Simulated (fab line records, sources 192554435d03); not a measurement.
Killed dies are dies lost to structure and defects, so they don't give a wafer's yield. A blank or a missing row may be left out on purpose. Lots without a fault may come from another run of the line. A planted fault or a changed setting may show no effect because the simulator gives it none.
fab line records | flow n5_finfet
record lots=5 wafers=15 last_day=17
route steps=1938 shown START@1 ZERO_LAYER@2 WELL_APT@20 BEOL_M4@1111 PASSIVATION@1936
lots that met no fault: from a run of the same line without faults
start_h: hours from the record's first day to the start of the lot's first wafer shown | wait_h: hours since the lot's step before | " the same as in the row above | L1.1+2: a row that stands for several wafers | - no value, or no start given | * or withheld: withheld | < > ~ a bound
route shown NAME@n: a module of which the file shows steps, and the number in the route of the first | usual: mean/standard deviation of fault-free wafers | same: alike in all rows | chamber/n: place in a boat | sites: the reading at each site | _std_site: their standard deviation | _edge_site: outer sites' mean less inner sites' | radius_mm: how far each site lies from the wafer's centre | mask NAME#n: copy n | behind: the tool/chamber that last shaped the wafer | hold: why the lot was held/for how many hours/how that ended | device: the transistor (n, p or np) that didn't switch | end of line: the same wafers' tests at the end of the route | a step without rows: its recipe alone | killed: dies lost to structure and defects at the first sort, not the wafer's yield | map: a wafer's dies, x killed, . not, _ none there
set.NAME: the setting as run; set.NAME@STEP: as run at that earlier step | model.NAME: the simulator's own value behind a step, which no gauge read
lots at some steps of the route; a table a step, a row a wafer
services: from which hour (start_h, from the record's first day; less than 0 if before it) a tool's chamber was out of use, for how many hours, and why
## steps
# step N5_START_INSPECT_01
# recipe inspect_instrument=unpatterned_scan mode=incoming
# usual raw_defect_count=5.9/2.2
# columns lot.wafer tool chamber start_h wait_h raw_defect_count
L806.1 defect_inspect-02 - 48.06 - 8
L806.3 " - " " 9
L806.6 " - " " 5
L808.2 defect_inspect-02 - 60.03 - 6
L808.4 " - " " 4
L808.5 " - " " 8
L810.1 defect_inspect-02 - 72.03 - 3
L810.2 " - " " 6
L810.4 " - " " 4
L819.2 defect_inspect-02 - 126.04 - 5
L819.4 " - " " 5
L819.6 " - " " 5
L820.3 defect_inspect-01 - 132.03 - 7
L820.4 " - " " 5
L820.6 " - " " 8
# step N5_ZERO_LAYER_PRECLEAN_00
# recipe chemistry=SPM time_s=600 temp_c=120 mix=4:1
# step N5_ZERO_LAYER_SRD_01
# recipe time_s=30 temp_c=23 rinse_liquid=diw dry=n2_spin spin_rpm=1500 dry_time_s=30
# step N5_ZERO_LAYER_PECVD_02
# recipe material=SiO2 target_thk_a=100 temp_c=400 precursor=SiH4/N2O pressure_torr=0.75 rf_w=275 time_s=6
# usual heater_power_w=799/75 showerhead_plenum_p_Torr=8.11/0.15
# columns lot.wafer tool chamber start_h wait_h heater_power_w showerhead_plenum_p_Torr since_wet_clean_h model.SiO2_of_ZERO_LAYER_PECVD_02.thk_nm
L806.1 pecvd-03 0 48.32 0.0 756 8.05 752 9.921
L806.3 " 0 " " 737 8.04 - 10.17
L806.6 " 1 " " 799 8.36 - 10.05
L808.2 pecvd-04 2 60.28 0.0 925 8.09 2033 10.1
L808.4 " 0 " " 795 8.00 - 10.3
L808.5 " 2 " " 915 8.12 - 10.18
L810.1 pecvd-04 0 72.28 0.0 778 7.98 595 10.18
L810.2 " 2 " " 870 8.12 2045 13.93
L810.4 " 2 " " 868 8.11 - 14.24
L819.2 pecvd-03 1 126.30 0.0 827 8.35 1555 10.15
L819.4 " 0 " " 854 8.05 - 10.19
L819.6 " 2 " " 833 8.15 - 10.25
L820.3 pecvd-03 1 132.28 0.0 831 8.33 1561 9.827
L820.4 " 2 " " 923 8.15 - 10.02
L820.6 " 1 " " 816 8.33 - 10.21
# step N5_ZERO_LAYER_HMDS_04
# recipe time_s=60 temp_c=120
# step N5_ZERO_LAYER_COAT_05
# recipe spin_rpm=1500 resist_thk_nm=1000
# step N5_ZERO_LAYER_EBR_07
# recipe solvent=PGMEA ebr_width_mm=1.5
# step N5_ZERO_LAYER_SOFTBAKE_06
# recipe temp_c=100 time_s=90
# step N5_ZERO_LAYER_EXPOSE_08
# recipe mask_id=ZERO na=0.55 source_shape=conventional sigma_outer=0.8 polarization=unpolarized defocus_nm=0 target_cd_nm=2000 dose_mj=16.2
# step N5_ZERO_LAYER_PEB_09
# recipe peb_temp_c=withheld peb_time_s=*
# step N5_ZERO_LAYER_DEVELOP_10
# recipe develop_time_s=60 rinse_liquid=diw dry=air_spin dev_temp_c=21
# step N5_ZERO_LAYER_HARDBAKE_23
# recipe temp_c=130 time_s=120
# step N5_ZERO_LAYER_CD_MEAS_11
# recipe target_cd_nm=2000 landing_energy_ev=500 detector=se_inlens
# usual cd_nm=2000.3/1.8
# columns lot.wafer tool chamber start_h wait_h cd_nm
L806.1 cd_sem-01 0 48.70 - 2003.4
L806.3 " 0 " " 2000.1
L806.6 " 0 " " 1998.4
L808.2 cd_sem-01 0 60.64 - 2000.8
L808.4 " 0 " " 2000.5
L808.5 " 0 " " 1998.1
L810.1 cd_sem-01 0 72.77 - 2001.4
L810.2 " 0 " " 2003.5
L810.4 " 0 " " 2000.9
L819.2 cd_sem-02 0 126.67 - 1998.1
L819.4 " 0 " " 2000.5
L819.6 " 0 " " 1999.4
L820.3 cd_sem-02 0 132.77 - 2000.2
L820.4 " 0 " " 1997.0
L820.6 " 0 " " 1998.7
# step N5_ZERO_LAYER_DESCUM_16
# recipe chemistry=O2 time_s=7.9 source_power_w=50 bias_power_w=20 pressure_mtorr=20 rf_frequency_hz=2.712e+07 temp_c=40 o2_flow_sccm=225
# usual bias_power_w=20.01/0.06 drypump_motor_current_A=5.8/0.41 o2_flow_sccm=224.9/0.7 oes_product_au=0.78/0.069 rf_vpp_V=243.4/1.4 showerhead_plenum_p_Torr=2.11/0.071 throttle_valve_pct=20.46/0.2
# columns lot.wafer tool chamber start_h wait_h bias_power_w drypump_motor_current_A o2_flow_sccm oes_product_au rf_hours_counter_h rf_vpp_V showerhead_plenum_p_Torr throttle_valve_pct
L806.1 rie_diel-02 0 48.85 0.2 19.96 5.7 225.2 0.77 119 242.6 2.11 20.24
L806.3 " 2 " " 20.03 4.9 224.0 0.77 146 242.1 2.08 20.14
L806.6 " 1 " " 20.08 6.2 224.5 0.74 - 244.2 2.18 20.41
L808.2 rie_diel-01 3 60.68 0.0 19.96 5.0 224.9 0.75 160 241.2 2.02 20.54
L808.4 " 1 " " 19.91 6.5 223.4 1.00 5 243.2 2.14 20.21
L808.5 " 2 " " 20.07 5.9 224.5 0.76 - 244.3 2.16 20.41
L810.1 rie_diel-02 2 72.80 0.0 20.03 4.9 226.1 0.76 153 243.1 2.08 20.16
L810.2 " 1 " " 20.05 6.2 225.7 0.74 165 244.4 2.18 20.42
L810.4 " 3 " " 19.86 5.9 225.5 0.74 162 241.4 2.01 20.47
L819.2 rie_diel-05 3 126.97 0.3 19.99 5.6 224.1 0.73 202 243.9 2.17 20.56
L819.4 " 2 " " 19.96 5.6 224.7 0.73 196 244.2 2.16 20.33
L819.6 " 2 " " 19.93 5.6 226.2 0.73 - 244.0 2.16 20.34
L820.3 rie_diel-05 2 132.80 0.0 20.00 5.6 225.5 0.73 197 243.6 2.16 20.32
L820.4 " 3 " " 20.00 5.6 225.2 0.73 203 244.4 2.17 20.54
L820.6 " 3 " " 19.96 5.6 225.7 0.72 - 243.9 2.17 20.55
# step N5_ZERO_LAYER_ETCH_17
# recipe chemistry=CF4 target=SiO2 target_depth_a=120 time_s=13.3 ion_energy_ev=350 pressure_mtorr=40 source_w=450 bias_w=215 Ar_flow_sccm=100 cf4_flow_sccm=100
# usual drypump_motor_current_A=5.8/0.41 oes_product_au=0.77/0.067 rf_vpp_V=950/4.9 showerhead_plenum_p_Torr=2.16/0.075 throttle_valve_pct=15.68/0.15
# columns lot.wafer tool chamber start_h wait_h drypump_motor_current_A oes_product_au rf_hours_counter_h rf_vpp_V showerhead_plenum_p_Torr throttle_valve_pct
L806.1 rie_diel-02 0 48.89 0.0 5.7 0.79 119 951 2.16 15.52
L806.3 " 2 " " 5.0 0.76 146 948 2.14 15.48
L806.6 " 1 " " 6.2 0.75 - 955 2.23 15.66
L808.2 rie_diel-01 3 60.71 0.0 5.0 0.74 160 943 2.06 15.63
L808.4 " 1 " " 6.5 0.96 5 952 2.18 15.39
L808.5 " 2 " " 6.0 0.76 - 953 2.23 15.81
L810.1 rie_diel-02 2 72.84 0.0 5.0 0.76 153 948 2.13 15.49
L810.2 " 1 " " 6.2 0.74 165 953 2.23 15.67
L810.4 " 3 " " 5.9 0.72 162 944 2.05 15.68
L819.2 rie_diel-05 3 127.01 0.0 5.6 0.72 202 952 2.20 15.67
L819.4 " 2 " " 5.6 0.73 196 953 2.21 15.68
L819.6 " 2 " " 5.6 0.72 - 952 2.21 15.68
L820.3 rie_diel-05 2 132.84 0.0 5.6 0.72 197 954 2.21 15.69
L820.4 " 3 " " 5.6 0.72 203 953 2.20 15.66
L820.6 " 3 " " 5.6 0.71 - 954 2.20 15.68
# step N5_ZERO_LAYER_ETCH_18
# recipe chemistry=HBr/Cl2 target=Si target_depth_a=1200 time_s=40 pressure_mtorr=10 icp_w=800 bias_w=75 HBr_flow_sccm=150 Cl2_flow_sccm=80
# usual drypump_motor_current_A=5.85/0.28 oes_product_au=1.001/0.017 throttle_valve_pct=36.3/0.48
# columns lot.wafer tool chamber start_h wait_h drypump_motor_current_A oes_product_au rf_hours_counter_h throttle_valve_pct
L806.1 rie_si-03 2 48.96 0.0 5.52 0.998 57 35.3
L806.3 " 1 " " 5.67 1.001 5 36.5
L806.6 " 0 " " 6.06 1.032 - 36.6
L808.2 rie_si-03 2 60.79 0.0 5.53 1.001 57 35.3
L808.4 " 1 " " 5.67 1.010 5 36.5
L808.5 " 3 " " 6.10 0.983 - 36.2
L810.1 rie_si-02 1 72.91 0.0 5.80 0.976 76 35.9
L810.2 " 2 " " 5.20 1.001 6 36.5
L810.4 " 0 " " 5.72 1.001 39 37.0
L819.2 rie_si-04 0 127.09 0.1 6.54 1.017 2 36.6
L819.4 " 2 " " 5.93 0.997 26 36.7
L819.6 " 3 " " 6.01 1.010 - 36.3
L820.3 rie_si-04 2 132.91 0.0 6.00 1.006 26 36.7
L820.4 " 0 " " 6.52 1.007 2 36.6
L820.6 " 1 " " 5.91 0.962 - 36.3
# step N5_ZERO_LAYER_STRIP_24
# recipe chemistry=O2 power_w=1000 temp_c=250 overash_fraction=0.3 pressure_mtorr=1000 o2_flow_sccm=6750
# usual drypump_motor_current_A=5.76/0.096 heater_power_w=300/11 o2_flow_sccm=6751/20 oes_product_au=0.647/0.0045 strip_time_to_endpoint_s=43.83/0.097
# columns lot.wafer tool chamber start_h wait_h drypump_motor_current_A heater_power_w o2_flow_sccm oes_product_au rf_hours_counter_h strip_time_to_endpoint_s
L806.1 plasma_asher-01 0 49.07 0.1 5.81 301 6748 0.654 29 43.85
L806.3 " 0 " " 5.77 306 6734 0.650 - 43.83
L806.6 " 1 " " 5.67 299 6758 0.648 - 43.76
L808.2 plasma_asher-01 1 60.89 0.1 5.64 305 6758 0.646 32 43.72
L808.4 " 1 " " 5.68 303 6766 0.640 - 43.83
L808.5 " 0 " " 5.85 308 6752 0.648 - 43.79
L810.1 plasma_asher-01 0 73.02 0.1 5.78 306 6728 0.646 34 43.92
L810.2 " 1 " " 5.73 302 6791 0.645 34 43.87
L810.4 " 0 " " 5.84 306 6727 0.655 - 44.02
L819.2 plasma_asher-01 1 127.20 0.1 5.71 313 6769 0.654 44 43.70
L819.4 " 0 " " 5.80 314 6762 0.638 - 43.84
L819.6 " 1 " " 5.70 296 6766 0.642 - 43.63
L820.3 plasma_asher-01 0 133.04 0.1 5.81 299 6764 0.644 - 43.89
L820.4 " 1 " " 5.71 303 6717 0.654 - 43.69
L820.6 " 0 " " 5.79 305 6751 0.651 - 43.70
# step N5_ZERO_LAYER_STRIP_19
# recipe chemistry=SPM time_s=900 temp_c=130 h2so4_h2o2_vol_ratio=4 dry=ipa_marangoni
# step N5_ZERO_LAYER_INSPECT_20
# recipe inspect_instrument=darkfield mode=post_clean
# usual raw_defect_count=38/18
# columns lot.wafer tool chamber start_h wait_h raw_defect_count
L806.1 defect_inspect-02 - 49.43 0.0 20
L806.3 " - " " 43
L806.6 " - " " 49
L808.2 defect_inspect-02 - 61.25 0.0 24
L808.4 " - " " 21
L808.5 " - " " 27
L810.1 defect_inspect-02 - 73.38 0.0 32
L810.2 " - " " 61
L810.4 " - " " 76
L819.2 defect_inspect-01 - 127.58 0.0 64
L819.4 " - " " 75
L819.6 " - " " 81
L820.3 defect_inspect-01 - 133.63 0.0 11
L820.4 " - " " 29
L820.6 " - " " 27
# step N5_WELL_APT_HMDS_01
# recipe time_s=60 temp_c=120
# step N5_WELL_APT_COAT_02
# recipe spin_rpm=1357 resist_thk_nm=950
# step N5_WELL_APT_EBR_04
# recipe solvent=PGMEA ebr_width_mm=1.5
# step N5_WELL_APT_SOFTBAKE_03
# recipe temp_c=130 time_s=60
# step N5_WELL_APT_EXPOSE_05
# recipe mask_id=NWELL na=0.8 source_shape=conventional sigma_outer=0.8 polarization=unpolarized defocus_nm=0 target_cd_nm=200 dose_mj=20.3
# step N5_WELL_APT_PEB_06
# recipe peb_temp_c=130 peb_time_s=90
# step N5_WELL_APT_DEVELOP_07
# recipe develop_time_s=45 rinse_liquid=surfactant_rinse dry=air_spin dev_temp_c=21
# step N5_WELL_APT_HARDBAKE_12
# recipe temp_c=130 time_s=120
# step N5_WELL_APT_CD_MEAS_08
# recipe target_cd_nm=200 landing_energy_ev=500 detector=se_inlens
# usual cd_nm=200.3/1.7
# columns lot.wafer tool chamber start_h wait_h cd_nm
L806.1 cd_sem-02 0 49.73 - 199.0
L806.3 " 0 " " 201.5
L806.6 " 0 " " 201.2
L808.2 cd_sem-01 0 61.68 - 202.9
L808.4 " 0 " " 205.4
L808.5 " 0 " " 202.9
L810.1 cd_sem-01 0 73.68 - 201.4
L810.2 " 0 " " 199.6
L810.4 " 0 " " 201.1
L819.2 cd_sem-03 0 128.01 - 198.9
L819.4 " 0 " " 200.9
L819.6 " 0 " " 198.6
L820.3 cd_sem-03 0 133.94 - 201.0
L820.4 " 0 " " 201.0
L820.6 " 0 " " 200.4
# step N5_WELL_APT_OVL_MEAS_09
# recipe points_per_wafer=44
# usual NWELL_OVL=2/4.9
# same points_per_wafer=44
# columns lot.wafer tool chamber start_h wait_h NWELL_OVL[nm]
L806.1 overlay-02 0 49.76 0.0 2
L806.3 " 0 " " -2
L806.6 " 0 " " 2
L808.2 overlay-01 0 61.71 0.0 -5
L808.4 " 0 " " 3
L808.5 " 0 " " 1
L810.1 overlay-02 0 73.71 0.0 9
L810.2 " 0 " " 10
L810.4 " 0 " " 5
L819.2 overlay-02 0 128.04 0.0 7
L819.4 " 0 " " 6
L819.6 " 0 " " 3
L820.3 overlay-02 0 133.96 0.0 7
L820.4 " 0 " " 4
L820.6 " 0 " " -7
# step N5_WELL_APT_INSPECT_10
# recipe mode=adi inspect_instrument=macro
# usual raw_defect_count=2.0/1.5
# columns lot.wafer tool chamber start_h wait_h raw_defect_count
L806.1 defect_inspect-02 - 49.78 0.0 2
L806.3 " - " " 0
L806.6 " - " " 4
L808.2 defect_inspect-02 - 61.73 0.0 2
L808.4 " - " " 4
L808.5 " - " " 0
L810.1 defect_inspect-02 - 73.73 0.0 2
L810.2 " - " " 0
L810.4 " - " " 1
L819.2 defect_inspect-02 - 128.06 0.0 2
L819.4 " - " " 3
L819.6 " - " " 5
L820.3 defect_inspect-02 - 133.99 0.0 4
L820.4 " - " " 0
L820.6 " - " " 3
# step N5_WELL_APT_DESCUM_13
# recipe chemistry=O2 time_s=7.9 source_power_w=50 bias_power_w=20 pressure_mtorr=20 rf_frequency_hz=2.712e+07 temp_c=40 o2_flow_sccm=225
# usual bias_power_w=20.01/0.056 drypump_motor_current_A=5.6/0.64 o2_flow_sccm=225.0/0.63 oes_product_au=0.80/0.1 rf_vpp_V=242.4/1 showerhead_plenum_p_Torr=2.04/0.05 throttle_valve_pct=20.48/0.2
# columns lot.wafer tool chamber start_h wait_h bias_power_w drypump_motor_current_A o2_flow_sccm oes_product_au rf_hours_counter_h rf_vpp_V showerhead_plenum_p_Torr throttle_valve_pct
L806.1 rie_diel-03 0 49.82 0.0 20.08 5.0 224.9 0.67 249 243.0 2.16 21.07
L806.3 " 2 " " 20.05 4.8 224.9 0.70 244 241.9 2.08 20.46
L806.6 " 3 " " 19.95 6.5 225.5 0.70 - 242.6 1.97 20.48
L808.2 rie_diel-03 1 61.77 0.0 20.06 6.6 226.2 0.73 182 241.6 1.99 20.55
L808.4 " 3 " " 20.08 6.5 224.2 0.69 - 241.3 1.97 20.51
L808.5 " 1 " " 20.08 6.6 225.3 0.72 - 240.1 1.99 20.56
L810.1 rie_diel-03 3 73.77 0.0 19.95 6.5 224.1 0.68 244 242.0 1.97 20.50
L810.2 " 2 " " 19.92 4.8 225.6 0.69 253 244.1 2.08 20.49
L810.4 " 2 " " 20.06 4.8 225.8 0.69 - 242.7 2.07 20.47
L819.2 rie_diel-04 2 128.10 0.0 19.98 5.8 225.2 0.70 207 242.7 2.05 20.49
L819.4 " 0 " " 20.08 5.5 224.4 0.75 - 241.8 2.00 20.36
L819.6 " 3 " " 20.13 5.6 224.4 0.89 - 241.1 2.07 20.70
L820.3 rie_diel-03 1 134.02 0.0 19.98 6.6 225.8 0.70 212 239.5 1.97 20.60
L820.4 " 0 " " 20.07 5.0 225.4 0.92 23 242.8 2.15 20.64
L820.6 " 2 " " 20.06 4.8 225.6 0.95 - 243.9 2.07 20.07
# step N5_WELL_APT_IMPLANT_14
# recipe species=P energy_kev=160 dose_cm2=1.5e+13 tilt_deg=0 rotation_deg=0
# step N5_WELL_APT_IMPLANT_15
# recipe species=As energy_kev=25 dose_cm2=1.5e+13 tilt_deg=0 rotation_deg=0
# step N5_BEOL_M4_RC_MEAS_101
# usual CJ_N=4.35/0.092 DIBL_N=36.0/1.6 DIBL_P=36.1/2 IOFF_N=0.160/0.029 IOFF_P=0.21/0.039 ION_N=675/13 ION_P=464/8.8 RS_PWELL=3011/22 SS_N=71.5/0.58 SS_P=73.3/0.65 VT_N=250/3.3 VT_P=-249/3.6
# columns lot.wafer tool chamber start_h wait_h CJ_N DIBL_N[mV/V] DIBL_P[mV/V] IOFF_N[nA/um] IOFF_P[nA/um] ION_N[uA/um] ION_P[uA/um] RS_PWELL[ohm/sq] SS_N[mV/dec] SS_P[mV/dec] VT_N[mV] VT_P[mV]
L806.1 prober-01 0 204.34 0.0 4.48 35.6 35.6 0.160 0.19 655 449 3019 71.4 73.5 252 -252
L806.3 " 0 " " 4.29 35.5 37.7 0.152 0.21 669 455 3026 71.2 74.0 254 -251
L806.6 " 0 " " 4.52 37.6 38.3 0.188 0.23 671 457 3019 71.9 74.1 249 -249
L808.2 prober-01 0 220.12 0.2 4.32 37.2 38.4 0.187 0.22 691 466 3040 71.3 73.4 248 -250
L808.4 " 0 " " 4.29 34.9 36.0 0.141 0.19 660 454 3012 71.3 72.4 252 -254
L808.5 " 0 " " 4.32 35.6 36.9 0.153 0.20 671 463 3024 70.6 73.3 250 -252
L810.1 prober-02 0 234.40 0.0 4.29 36.5 37.7 0.167 0.27 673 470 2986 71.8 73.6 246 -244
L810.2 " 0 " " 4.71 38.8 39.5 0.217 0.29 680 467 3082 73.2 73.4 244 -244
L810.4 " 0 " " 4.48 37.1 39.2 0.184 0.30 688 480 3084 71.9 73.8 244 -243
L819.2 prober-01 0 298.10 0.2 4.45 34.5 32.2 0.118 0.15 661 451 3023 71.3 71.8 253 -256
L819.4 " 0 " " 4.40 36.1 35.1 0.159 0.19 672 458 2998 72.0 72.5 247 -253
L819.6 " 0 " " 4.47 33.9 32.0 0.126 0.15 681 461 2998 70.8 71.9 250 -253
L820.3 prober-02 0 301.42 0.3 4.53 38.4 37.8 0.198 0.25 692 474 3002 72.1 73.9 246 -244
L820.4 " 0 " " 4.50 35.6 35.3 0.143 0.20 681 472 3010 71.6 72.9 248 -249
L820.6 " 0 " " 4.40 35.1 34.4 0.130 0.19 670 458 3022 71.2 72.2 253 -249
# step N5_PASSIVATION_PROBE_49
# usual defect_limited_yield=91.0/1.3 killed_at_M0_to_M3=36/9.5 killed_at_M4_up=14/5.6 killed_at_contacts=12/6.4 killed_at_front_end=40/10 killed_at_other=3.2/3 killed_dies=107/15 killed_open=69/12 killed_short=35/7.7 sort_bin_5_function=5.3/0.91 sort_bin_6_memory=3.3/0.65 sort_bin_8_speed=0.00/0.012 sort_n_pass=1073/15 sort_yield_pct=91.0/1.3
# same gross_dies=1180 killed_at_back_side=0 sort_bin_4_leakage[%]=0
# columns lot.wafer tool chamber start_h wait_h defect_limited_yield[%] killed_at_M0_to_M3 killed_at_M4_up killed_at_contacts killed_at_front_end killed_at_other killed_dies killed_open killed_short sort_bin_5_function[%] sort_bin_6_memory[%] sort_bin_8_speed[%] sort_n_pass sort_yield_pct[%]
L810.1 prober-01 - 346.27 0.0 92.5 25 10 2 50 2 89 55 31 3.7 3.2 0 1091 92.5
L810.2 prober-01 - 346.32 0.1 92.5 16 15 4 47 7 89 53 26 4.1 2.5 0 1091 92.5
L810.4 prober-01 - 346.42 0.2 91.6 39 11 10 36 3 99 58 36 4.6 3.1 0 1081 91.6
# killed by level:class
L810.1 FIN_SAQP:geometric_particle:open=15 FIN_SAQP:geometric_particle:short=13 BEOL_M1:geometric_particle:open=9 BEOL_M4:geometric_particle:open=7 STI_FIN_REVEAL:geometric_particle:open=7 BEOL_M0_SAQP:geometric_particle:open=5 BEOL_M0_SAQP:geometric_particle:short=4 GATE_CUT:geometric_particle:open=3
L810.2 BEOL_M4:geometric_particle:open=10 HKMG_FIN:area_etch=10 BEOL_M1:geometric_particle:open=9 FIN_SAQP:geometric_particle:open=7 FIN_SAQP:geometric_particle:short=5 GATE_CUT:geometric_particle:short=4 MOL_CONTACT_COAG:geometric_particle:open=4 STI_FIN_REVEAL:geometric_particle:open=3
L810.4 BEOL_M1:geometric_particle:open=8 BEOL_M0_SAQP:geometric_particle:open=8 MOL_CONTACT_COAG:geometric_particle:open=7 BEOL_M0_SAQP:geometric_particle:short=7 BEOL_M2:geometric_particle:open=7 FIN_SAQP:geometric_particle:short=6 DUMMY_GATE:geometric_particle:open=5 BEOL_M4:geometric_particle:open=5
## services
# columns tool chamber start_h hours kind
rie_diel-01 1 29.01 - clean
rie_diel-04 2 31.94 2.5 repair
rie_diel-03 0 54.03 - clean
rie_diel-03 0 54.03 - consumable_replace:focus_ring
rie_diel-03 0 54.03 24.2 scheduled_down
rie_diel-03 0 54.03 24.2 vent_cycle
rie_diel-01 3 76.84 10.0 repair
rie_diel-03 2 78.36 - clean
rie_diel-03 2 78.36 - consumable_replace:focus_ring
rie_diel-03 2 78.36 23.1 scheduled_down
rie_diel-03 2 78.36 23.1 vent_cycle
rie_si-03 - 81.65 0.4 repair
pecvd-03 1 88.26 5.5 scheduled_down
rie_diel-05 1 91.99 2.6 repair
rie_diel-02 1 92.88 3.0 repair
rie_diel-03 - 97.60 2.8 pm
rie_diel-03 3 101.64 - clean
rie_diel-03 3 101.64 - consumable_replace:focus_ring
rie_diel-03 3 101.64 - consumable_replace:showerhead
rie_diel-03 3 101.64 20.1 scheduled_down
rie_diel-03 3 101.64 20.1 vent_cycle
rie_diel-02 1 113.71 14.4 repair
pecvd-03 1 118.82 2.1 scheduled_down
rie_diel-04 1 120.81 9.9 repair
## key
first_sign step=N5_BEOL_M4_RC_MEAS_101 reading=RS_PWELL direction=up sigmas=3.2 usual=3011 struck=3083
effect step=N5_BEOL_M4_RC_MEAS_101 reading=CJ_N direction=up sigmas=2.7 usual=4.35 struck=4.60
model_effect step=N5_ZERO_LAYER_PECVD_02 value=SiO2_of_ZERO_LAYER_PECVD_02.thk_nm without=10.2 struck=14.09
met_at N5_ZERO_LAYER_PECVD_02
struck_wafers L810.2,L810.4
baseline_loss step=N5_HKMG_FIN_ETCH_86 wafers=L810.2
onset_between 60.28 72.28
fault kind=process_parameter_drift tool=pecvd-04 chamber=2 onset_h=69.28 steps=N5_ZERO_LAYER_PECVD_02 channel=target_thk_a offset=* shape=step end_h=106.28 acts_in=* stated=*
# baseline_loss: these wafers lose ten dies or more at that step, a loss of the line's own and not of a fault; the sort's usual values leave them out
